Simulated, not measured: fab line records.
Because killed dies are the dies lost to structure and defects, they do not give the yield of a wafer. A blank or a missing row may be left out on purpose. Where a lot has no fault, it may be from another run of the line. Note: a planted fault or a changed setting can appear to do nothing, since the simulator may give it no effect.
fab line records | flow nand-harc
record lots=14 | wafers=42 | last-day=25
route steps=1159 shown A_M1@1038 A_BONDPAD@1077
lots that met no fault: taken from a fault-free run of the same line
start-h: hours from the record's opening day to when the first of the lot's shown wafers began | wait-h: time in hours since the lot's previous step | " unchanged from the row above | L1.1+2: a row that stands for several wafers | - no value present, or no start provided | * or withheld: withheld | < > ~ a bound
route shown NAME@n: names a module that has steps shown in the file, with the first one's number in the route | usual: average and standard deviation across the fault-free wafers | same: alike in all rows | chamber/n: place in a boat | sites: per-site readings | _std_site: how widely they spread, as a standard deviation | _edge_site: the outer-site mean with the inner-site mean subtracted | radius-mm: for every site, how far away it sits from the centre of the wafer | mask NAME#n: copy n | behind: the tool/chamber that last shaped the wafer | hold: the reason the lot was held/the length of the hold in hours/how it ended | device: transistor that didn't switch, given as n, p or np | end of line: the same wafers' tests at the end of the route | for a step that has no rows: nothing shown but its recipe | killed: count of dies lost to structure and defects at first sort (not the wafer's yield) | map: dies across one wafer; x = killed, . = not, _ = none there
set.NAME: the setting that was run; set.NAME@STEP: the one run at that earlier step | model.NAME: the simulator's own value behind a step, which no gauge read
one table for each step of the route and one row for each wafer, over a sample of lots
services: the hour from which a tool's chamber was out of use, counted from the record's first day as start-h (under 0 if before that day), plus the number of hours and why
## steps
# step NHARC_A_M1_INSPECT_11
# usual raw-defect-count=30/15
lot.wafer | tool              | chamber | start-h | wait-h | raw-defect-count
L719.1    | defect-inspect-02 | -       | 403.03  | 0.0    | 30
L719.5    | "                 | -       | "       | "      | 13
L719.6    | "                 | -       | "       | "      | 23
L722.3    | defect-inspect-01 | -       | 408.85  | 0.0    | 10
L722.4    | "                 | -       | "       | "      | 7
L722.6    | "                 | -       | "       | "      | 11
L721.3    | defect-inspect-02 | -       | 410.95  | 0.0    | 31
L721.4    | "                 | -       | "       | "      | 21
L721.5    | "                 | -       | "       | "      | 25
L724.4    | defect-inspect-02 | -       | 423.77  | 0.1    | 5
L724.5    | "                 | -       | "       | "      | 6
L724.6    | "                 | -       | "       | "      | 7
L725.2    | defect-inspect-01 | -       | 428.54  | 0.0    | 28
L725.5    | "                 | -       | "       | "      | 17
L725.6    | "                 | -       | "       | "      | 17
L723.2    | defect-inspect-01 | -       | 437.34  | 0.0    | 42
L723.5    | "                 | -       | "       | "      | 35
L723.6    | "                 | -       | "       | "      | 31
L728.1    | defect-inspect-02 | -       | 445.85  | 0.0    | 26
L728.4    | "                 | -       | "       | "      | 28
L728.6    | "                 | -       | "       | "      | 22
L727.2    | defect-inspect-01 | -       | 457.66  | 0.0    | 22
L727.5    | "                 | -       | "       | "      | 20
L727.6    | "                 | -       | "       | "      | 16
L729.4    | defect-inspect-02 | -       | 458.58  | 0.0    | 39
L729.5    | "                 | -       | "       | "      | 47
L729.6    | "                 | -       | "       | "      | 44
L731.1    | defect-inspect-02 | -       | 479.37  | 0.0    | 17
L731.2    | "                 | -       | "       | "      | 12
L731.3    | "                 | -       | "       | "      | 14
L730.2    | defect-inspect-02 | -       | 479.53  | 0.0    | 27
L730.3    | "                 | -       | "       | "      | 26
L730.5    | "                 | -       | "       | "      | 26
L739.1    | defect-inspect-02 | -       | 528.03  | 0.0    | 58
L739.3    | "                 | -       | "       | "      | 71
L739.4    | "                 | -       | "       | "      | 62
L741.1    | defect-inspect-01 | -       | 536.58  | 0.0    | 17
L741.2    | "                 | -       | "       | "      | 29
L741.5    | "                 | -       | "       | "      | 15
L742.2    | defect-inspect-02 | -       | 555.81  | 0.0    | 53
L742.3    | "                 | -       | "       | "      | 65
L742.5    | "                 | -       | "       | "      | 50
# step NHARC_A_M1_ANNEAL_31
# recipe temp-c=225 | time-s=90
# usual wafer_temp_C_max=226.3/0.48
lot.wafer | tool          | chamber | start-h | wait-h | wafer_temp_C_max
L719.1    | rtp-anneal-01 | 0       | 404.85  | -      | 226.8
L719.5    | "             | 0       | "       | "      | 226.6
L719.6    | "             | 0       | "       | "      | 226.3
L722.3    | rtp-anneal-01 | 0       | 411.00  | 0.4    | 227.1
L722.4    | "             | 0       | "       | "      | 226.6
L722.6    | "             | 0       | "       | "      | 226.9
L721.3    | rtp-anneal-02 | 0       | 412.86  | -      | 225.6
L721.4    | "             | 0       | "       | "      | 225.6
L721.5    | "             | 0       | "       | "      | 225.8
L724.4    | rtp-anneal-02 | 0       | 425.74  | -      | 226.3
L724.5    | "             | 0       | "       | "      | 226.3
L724.6    | "             | 0       | "       | "      | 226.0
L725.2    | rtp-anneal-01 | 0       | 430.85  | 0.3    | 226.6
L725.5    | "             | 0       | "       | "      | 226.1
L725.6    | "             | 0       | "       | "      | 226.8
L723.2    | rtp-anneal-01 | 0       | 439.21  | 0.3    | 226.8
L723.5    | "             | 0       | "       | "      | 226.7
L723.6    | "             | 0       | "       | "      | 226.5
L728.1    | rtp-anneal-02 | 0       | 447.71  | 0.4    | 225.8
L728.4    | "             | 0       | "       | "      | 225.6
L728.6    | "             | 0       | "       | "      | 225.8
L727.2    | rtp-anneal-01 | 0       | 459.58  | 0.3    | 226.7
L727.5    | "             | 0       | "       | "      | 226.8
L727.6    | "             | 0       | "       | "      | 226.7
L729.4    | rtp-anneal-01 | 0       | 460.57  | 0.4    | 226.6
L729.5    | "             | 0       | "       | "      | 226.4
L729.6    | "             | 0       | "       | "      | 226.6
L731.1    | rtp-anneal-02 | 0       | 481.25  | 0.3    | 226.1
L731.2    | "             | 0       | "       | "      | 225.8
L731.3    | "             | 0       | "       | "      | 225.5
L730.2    | rtp-anneal-02 | 0       | 481.61  | 0.3    | 226.5
L730.3    | "             | 0       | "       | "      | 225.8
L730.5    | "             | 0       | "       | "      | 225.9
L739.1    | rtp-anneal-01 | 0       | 529.84  | 0.3    | 226.6
L739.3    | "             | 0       | "       | "      | 226.6
L739.4    | "             | 0       | "       | "      | 226.7
L741.1    | rtp-anneal-01 | 0       | 538.51  | -      | 226.9
L741.2    | "             | 0       | "       | "      | 226.6
L741.5    | "             | 0       | "       | "      | 226.7
L742.2    | rtp-anneal-01 | 0       | 557.79  | -      | 226.5
L742.3    | "             | 0       | "       | "      | 226.0
L742.5    | "             | 0       | "       | "      | 227.1
# step NHARC_A_BONDPAD_ETCH_12
# recipe target-depth-a=2200 | time-s=110 | chf3-flow-sccm=50 | o2-flow-sccm=10 | ar-flow-sccm=200 | rf-w=500 | bias-w=200 | chemistry=CHF3/O2
# usual chf3-flow-sccm=49.99/0.14 | drypump-motor-current-A=5.7/0.32 | oes-product-au=0.955/0.023 | rf-fwd-power-W=497.0/1.6 | rf-vpp-V=371.7/2 | showerhead-plenum-p-Torr=2.46/0.083 | throttle-valve-pct=20.571/0.0086
lot.wafer | tool        | chamber | start-h | wait-h | chf3-flow-sccm | drypump-motor-current-A | oes-product-au | rf-fwd-power-W | rf-hours-counter-h | rf-vpp-V | showerhead-plenum-p-Torr | throttle-valve-pct
L719.1    | rie-diel-13 | 0       | -       | -      | 49.96          | 5.7                     | 0.932          | 497.9          | 5                  | 370.3    | 2.42                     | 20.566
L719.6    | "           | 0       | "       | "      | 50.00          | 5.7                     | 0.941          | 498.4          | -                  | 371.0    | 2.42                     | 20.566
L719.5    | "           | 1       | "       | "      | 50.19          | 6.2                     | 0.933          | 497.7          | -                  | 372.5    | 2.49                     | 20.566
L722.4    | rie-diel-13 | 1       | -       | -      | 50.10          | 6.2                     | 0.976          | 498.7          | 5                  | 373.1    | 2.49                     | 20.558
L722.3    | "           | 2       | "       | "      | 49.83          | 5.5                     | 0.972          | 497.2          | 5                  | 371.6    | 2.45                     | 20.579
L722.6    | "           | 1       | "       | "      | 49.95          | 6.2                     | 0.984          | 497.1          | -                  | 372.9    | 2.49                     | 20.579
L721.3    | rie-diel-13 | 0       | -       | -      | 50.10          | 5.7                     | 0.970          | 498.9          | 6                  | 371.4    | 2.42                     | 20.578
L721.4    | "           | 3       | "       | "      | 50.17          | 5.6                     | 0.996          | 495.6          | 6                  | 375.2    | 2.56                     | 20.563
L721.5    | "           | 1       | "       | "      | 49.98          | 6.2                     | 0.966          | 497.2          | -                  | 373.6    | 2.49                     | 20.568
L724.4    | rie-diel-13 | 1       | -       | -      | 49.73          | 6.2                     | 0.928          | 498.8          | 5                  | 372.1    | 2.49                     | 20.589
L724.5    | "           | 0       | "       | "      | 50.11          | 5.7                     | 0.939          | 498.7          | -                  | 369.8    | 2.42                     | 20.566
L724.6    | "           | 1       | "       | "      | 49.94          | 6.2                     | 0.928          | 497.8          | -                  | 371.8    | 2.49                     | 20.552
L725.2    | rie-diel-13 | 3       | -       | -      | 50.20          | 5.6                     | 0.949          | 496.3          | 6                  | 374.5    | 2.56                     | 20.554
L725.5    | "           | 0       | "       | "      | 49.89          | 5.7                     | 0.934          | 497.4          | -                  | 371.0    | 2.42                     | 20.567
L725.6    | "           | 1       | "       | "      | 50.05          | 6.2                     | 0.934          | 499.4          | -                  | 370.4    | 2.49                     | 20.557
L723.2    | rie-diel-13 | 2       | -       | -      | 49.94          | 5.5                     | 0.924          | 494.6          | 6                  | 371.4    | 2.45                     | 20.570
L723.6    | "           | 1       | "       | "      | 50.18          | 6.2                     | 0.940          | 497.7          | -                  | 372.4    | 2.49                     | 20.570
L723.5    | "           | 2       | "       | "      | 49.96          | 5.5                     | 0.940          | 497.8          | -                  | 370.7    | 2.45                     | 20.574
L728.1    | rie-diel-09 | 2       | -       | -      | 49.83          | 5.6                     | 0.974          | 496.9          | 2                  | 371.3    | 2.41                     | 20.576
L728.4    | "           | 0       | "       | "      | 49.81          | 5.6                     | 0.955          | 497.4          | 4                  | 366.9    | 2.26                     | 20.563
L728.6    | "           | 2       | "       | "      | 49.90          | 5.6                     | 0.969          | 495.0          | -                  | 368.8    | 2.41                     | 20.572
L727.2    | rie-diel-13 | 3       | -       | -      | 50.26          | 5.6                     | 0.967          | 496.2          | 0                  | 375.0    | 2.56                     | 20.576
L727.5    | "           | 3       | "       | "      | 50.14          | 5.6                     | 0.959          | 496.0          | -                  | 374.5    | 2.56                     | 20.575
L727.6    | "           | 0       | "       | "      | 50.16          | 5.7                     | 0.984          | 498.6          | -                  | 370.4    | 2.42                     | 20.573
L729.4    | rie-diel-13 | 0       | -       | -      | 49.89          | 5.7                     | 0.969          | 496.8          | 0                  | 371.8    | 2.42                     | 20.580
L729.6    | "           | 0       | "       | "      | 49.85          | 5.7                     | 0.969          | 500.2          | -                  | 369.9    | 2.42                     | 20.580
L729.5    | "           | 1       | "       | "      | 49.92          | 6.2                     | 0.988          | 500.1          | -                  | 372.6    | 2.49                     | 20.586
L731.1    | rie-diel-09 | 0       | -       | -      | 49.95          | 5.5                     | 0.921          | 497.3          | 16                 | 367.8    | 2.26                     | 20.556
L731.2    | "           | 1       | "       | "      | 50.08          | 5.2                     | 0.915          | 495.2          | 16                 | 371.7    | 2.49                     | 20.564
L731.3    | "           | 2       | "       | "      | 49.95          | 5.6                     | 0.930          | 497.5          | 15                 | 371.1    | 2.40                     | 20.572
L730.3    | rie-diel-09 | 0       | -       | -      | 49.65          | 5.5                     | 0.922          | 495.7          | 16                 | 367.5    | 2.26                     | 20.575
L730.2    | "           | 3       | "       | "      | 49.77          | 6.2                     | 0.936          | 494.9          | 16                 | 373.2    | 2.54                     | 20.567
L730.5    | "           | 0       | "       | "      | 50.07          | 5.6                     | 0.920          | 495.3          | -                  | 367.1    | 2.26                     | 20.565
L739.4    | rie-diel-13 | 0       | -       | -      | 49.79          | 5.7                     | 0.986          | 498.8          | 3                  | 370.6    | 2.42                     | 20.560
L739.3    | "           | 2       | "       | "      | 50.22          | 5.5                     | 0.986          | 498.0          | 3                  | 372.3    | 2.45                     | 20.552
L739.1    | "           | 3       | "       | "      | 49.96          | 5.6                     | 0.989          | 496.9          | 3                  | 374.1    | 2.56                     | 20.561
L741.2    | rie-diel-09 | 0       | -       | -      | 50.01          | 5.5                     | 0.921          | 495.3          | 34                 | 368.5    | 2.25                     | 20.567
L741.1    | "           | 2       | "       | "      | 50.11          | 5.6                     | 0.924          | 498.4          | 35                 | 370.6    | 2.40                     | 20.570
L741.5    | "           | 0       | "       | "      | 49.79          | 5.6                     | 0.910          | 495.5          | -                  | 366.5    | 2.25                     | 20.558
L742.3    | rie-diel-09 | 3       | -       | -      | 49.84          | 6.2                     | 0.940          | 494.1          | 41                 | 373.6    | 2.53                     | 20.574
L742.2    | "           | 0       | "       | "      | 49.94          | 5.6                     | 0.918          | 497.0          | 39                 | 366.2    | 2.25                     | 20.572
L742.5    | "           | 1       | "       | "      | 49.75          | 5.2                     | 0.915          | 495.0          | -                  | 372.0    | 2.48                     | 20.561
# step NHARC_A_BONDPAD_ECD_18
# recipe target-thk-a=4000 | bath-temp-c=25 | material=Cu
# usual bath-heat-duty-pct=6.4/0.85 | bath-temp-c=24.99/0.11
lot.wafer | tool      | chamber | start-h | wait-h | bath-heat-duty-pct | bath-temp-c
L719.1    | ecd-cu-01 | 1       | 409.13  | -      | 7.3                | 24.87
L719.6    | "         | 1       | "       | "      | 6.6                | 24.97
L719.5    | "         | 0       | "       | "      | 5.5                | 25.12
L722.3    | ecd-cu-01 | 1       | 415.31  | -      | 6.7                | 24.88
L722.4    | "         | 0       | "       | "      | 5.8                | 24.86
L722.6    | "         | 0       | "       | "      | 5.7                | 24.89
L721.4    | ecd-cu-01 | 1       | 417.12  | -      | 7.4                | 24.78
L721.3    | "         | 0       | "       | "      | 5.6                | 25.12
L721.5    | "         | 0       | "       | "      | 6.3                | 25.01
L724.4    | ecd-cu-01 | 1       | 430.21  | -      | 7.0                | 24.97
L724.5    | "         | 1       | "       | "      | 7.5                | 25.04
L724.6    | "         | 0       | "       | "      | 5.3                | 24.93
L725.2    | ecd-cu-02 | 0       | 435.49  | -      | 4.9                | 25.07
L725.6    | "         | 0       | "       | "      | 5.6                | 24.97
L725.5    | "         | 1       | "       | "      | 7.0                | 24.97
L723.2    | ecd-cu-01 | 1       | 443.48  | -      | 7.4                | 24.86
L723.5    | "         | 0       | "       | "      | 6.0                | 24.94
L723.6    | "         | 1       | "       | "      | 6.8                | 24.94
L728.1    | ecd-cu-02 | 1       | 452.10  | -      | 7.5                | 25.07
L728.4    | "         | 0       | "       | "      | 6.6                | 25.10
L728.6    | "         | 1       | "       | "      | 6.3                | 25.03
L727.2    | ecd-cu-01 | 1       | 463.87  | -      | 7.2                | 25.12
L727.6    | "         | 0       | "       | "      | 5.0                | 24.88
L727.5    | "         | 1       | "       | "      | 6.5                | 25.07
L729.4    | ecd-cu-02 | 1       | 464.77  | -      | 6.9                | 24.90
L729.5    | "         | 1       | "       | "      | 6.6                | 25.02
L729.6    | "         | 0       | "       | "      | 5.0                | 25.02
L731.2    | ecd-cu-01 | 1       | 485.38  | -      | 6.9                | 24.83
L731.1    | "         | 0       | "       | "      | 6.4                | 24.95
L731.3    | "         | 1       | "       | "      | 7.5                | 24.88
L730.2    | ecd-cu-01 | 1       | 485.89  | -      | 6.9                | 25.01
L730.3    | "         | 1       | "       | "      | 7.2                | 25.09
L730.5    | "         | 1       | "       | "      | 7.5                | 25.09
L739.1    | ecd-cu-01 | 1       | 534.34  | -      | -                  | -
L739.4    | "         | 0       | "       | "      | -                  | -
L739.3    | "         | 1       | "       | "      | -                  | -
L741.1    | ecd-cu-01 | 0       | 543.25  | -      | -                  | -
L741.2    | "         | 1       | "       | "      | -                  | -
L741.5    | "         | 0       | "       | "      | -                  | -
L742.2    | ecd-cu-02 | 0       | 562.35  | -      | 4.7                | 25.05
L742.3    | "         | 1       | "       | "      | 6.6                | 25.06
L742.5    | "         | 1       | "       | "      | 7.2                | 25.23
# step NHARC_A_BONDPAD_THK_MEAS_20
# recipe thk-meas-gauge=xrf
# usual thk-nm=169.6/1.6
lot.wafer | tool          | chamber | start-h | wait-h | thk-nm
L719.1    | film-metro-02 | -       | 410.18  | -      | 167.3
L719.5    | "             | -       | "       | "      | 170.0
L719.6    | "             | -       | "       | "      | 168.8
L722.3    | film-metro-01 | -       | 416.30  | -      | 168.4
L722.4    | "             | -       | "       | "      | 168.5
L722.6    | "             | -       | "       | "      | 168.5
L721.3    | film-metro-01 | -       | 418.07  | -      | 170.1
L721.4    | "             | -       | "       | "      | 169.4
L721.5    | "             | -       | "       | "      | 171.1
L724.4    | film-metro-01 | -       | 431.19  | -      | 169.9
L724.5    | "             | -       | "       | "      | 171.6
L724.6    | "             | -       | "       | "      | 168.3
L725.2    | film-metro-02 | -       | 436.54  | -      | 168.7
L725.5    | "             | -       | "       | "      | 169.2
L725.6    | "             | -       | "       | "      | 168.1
L723.2    | film-metro-01 | -       | 444.52  | -      | 168.4
L723.5    | "             | -       | "       | "      | 168.0
L723.6    | "             | -       | "       | "      | 166.3
L728.1    | film-metro-01 | -       | 453.12  | -      | 168.4
L728.4    | "             | -       | "       | "      | 169.4
L728.6    | "             | -       | "       | "      | 170.7
L727.2    | film-metro-01 | -       | 465.09  | -      | 171.0
L727.5    | "             | -       | "       | "      | 167.5
L727.6    | "             | -       | "       | "      | 171.0
L729.4    | film-metro-02 | -       | 465.72  | -      | 170.1
L729.5    | "             | -       | "       | "      | 171.9
L729.6    | "             | -       | "       | "      | 170.1
L731.1    | film-metro-02 | -       | 486.42  | -      | 168.0
L731.2    | "             | -       | "       | "      | 171.1
L731.3    | "             | -       | "       | "      | 168.9
L730.2    | film-metro-02 | -       | 486.92  | -      | 166.9
L730.3    | "             | -       | "       | "      | 169.7
L730.5    | "             | -       | "       | "      | 168.0
L739.1    | film-metro-01 | -       | 535.33  | -      | 30.3
L739.3    | "             | -       | "       | "      | 29.7
L739.4    | "             | -       | "       | "      | 29.7
L741.1    | film-metro-02 | -       | 544.30  | -      | 29.1
L741.2    | "             | -       | "       | "      | 30.9
L741.5    | "             | -       | "       | "      | 29.8
L742.2    | film-metro-01 | -       | 563.56  | -      | 167.7
L742.3    | "             | -       | "       | "      | 170.0
L742.5    | "             | -       | "       | "      | 168.0
## services
tool        | chamber | start-h | hours | kind
rie-diel-13 | 0       | 383.00  | -     | clean
rie-diel-13 | 1       | 383.00  | -     | clean
rie-diel-13 | 2       | 383.00  | -     | clean
rie-diel-13 | 3       | 383.00  | -     | clean
rie-diel-09 | 2       | 401.69  | 12.6  | repair
rie-diel-13 | 1       | 403.71  | 2.0   | repair
rie-diel-13 | 0       | 407.50  | -     | clean
rie-diel-13 | 1       | 407.50  | -     | clean
rie-diel-13 | 2       | 407.50  | -     | clean
rie-diel-13 | 3       | 407.50  | -     | clean
ecd-cu-01   | -       | 411.72  | 2.3   | repair
ecd-cu-02   | -       | 427.95  | 2.6   | repair
rie-diel-09 | 2       | 428.25  | 14.1  | repair
rie-diel-09 | -       | 431.26  | 9.0   | pm
rie-diel-13 | 0       | 432.00  | -     | clean
rie-diel-13 | 1       | 432.00  | -     | clean
rie-diel-13 | 2       | 432.00  | -     | clean
rie-diel-13 | 3       | 432.00  | -     | clean
ecd-cu-01   | -       | 448.00  | 8.0   | pm
rie-diel-13 | -       | 453.00  | 9.0   | pm
rie-diel-09 | 3       | 453.44  | 1.9   | repair
rie-diel-09 | -       | 461.79  | 0.3   | repair
rie-diel-13 | 0       | 498.31  | 4.2   | repair
ecd-cu-02   | -       | 532.05  | 8.0   | pm
## key
first-sign step=NHARC_A_BONDPAD_ECD_18 | reading=tool-record | direction=missing
effect step=NHARC_A_BONDPAD_THK_MEAS_20 | reading=thk-nm | direction=down | sigmas=85 | usual=169.6 | struck=29.9
met-at NHARC_A_BONDPAD_ECD_18
struck-lots L739,L741
later-rows-left-out L739.1,L739.3,L739.4,L741.1,L741.2,L741.5
sort-left-out L739.1,L739.3,L739.4,L741.1,L741.2,L741.5
not-acting-at NHARC_A_M1_INSPECT_11,NHARC_A_M1_ANNEAL_31,NHARC_A_BONDPAD_ETCH_12
onset-between 485.89 534.34
fault kind=skipped-step-whole | tool=ecd-cu-01 | chamber=- | onset-h=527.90 | steps=NHARC_A_BONDPAD_ECD_18 | scope=struck-lots-only
# sort-left-out: the simulated sort isn't trusted on such a fault, so these wafers' sort isn't shown, and their yield isn't known
# later-rows-left-out: the simulator's readings of these wafers behind a module that went badly wrong aren't trusted and aren't shown, but for the sort
